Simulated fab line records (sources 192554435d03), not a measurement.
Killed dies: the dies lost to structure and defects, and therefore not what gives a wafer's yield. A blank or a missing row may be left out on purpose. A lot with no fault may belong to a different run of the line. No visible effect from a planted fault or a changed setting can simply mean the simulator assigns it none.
Which of the tools did it?	flow n5 finfet	7 lots with 21 wafers sampled at 2 steps, on a route of 1938 steps

== WHAT THE GAUGES READ, wafer by wafer ==
N5_BEOL_M6_INSPECT_58: inspects for defects (darkfield).
lot	measured	on	raw defect count
L564	day 9 20:25	defect inspect-01	78 84 79
L568	day 10 22:01	defect inspect-01	60 25 74
L571	day 11 17:06	defect inspect-01	53 42 41
L570	day 12 04:17	defect inspect-01	70 65 75
L579	day 13 09:18	defect inspect-01	65 41 101
L580	day 14 07:56	defect inspect-01	61 75 102
L582	day 14 15:52	defect inspect-01	80 86 23

== TOOL THAT RAN EACH LOT (tool first, then ch and the chambers of the sampled wafers, then the start) ==
lot	N5_BEOL_M6_ALD_77
L564	ald metal-04 ch 1,2,3, day 9 18:01
L568	ald metal-03 ch 0,1,2, day 10 20:03
L571	ald metal-03 ch 1,2,3, day 11 15:32
L570	ald metal-01 ch 0,1,3, day 12 01:52
L579	ald metal-04 ch 1,2,3, day 13 07:34
L580	ald metal-03 ch 1,2,3, day 14 05:50
L582	ald metal-03 ch 1,2,3, day 14 14:21
- N5_BEOL_M6_ALD_77: deposits TaN, target thk 2 nm, pulse time 2 s, purge time 3 s.

== THE ANSWER, worked out from the rows above alone ==
Rule: usual is defined by the lots themselves. The widest of any qualifying gaps counts: lots, ordered by their means at a reading, are off when they make up no more than a third of the lots, leave a main group of 4 or more, and stand apart from it by 3 or more times the standard deviation of that group's means. A main group whose means are all the same, to the digits that the tables above print for the reading, isn't used. Also off: a lot with no number at a reading for which 4 or more lots have one. The other lots that the step has rows for count as sound.
No lot is off on any of the readings shown, so nothing can be concluded from this.

== WHAT THE SIMULATOR HAD PUT IN ==
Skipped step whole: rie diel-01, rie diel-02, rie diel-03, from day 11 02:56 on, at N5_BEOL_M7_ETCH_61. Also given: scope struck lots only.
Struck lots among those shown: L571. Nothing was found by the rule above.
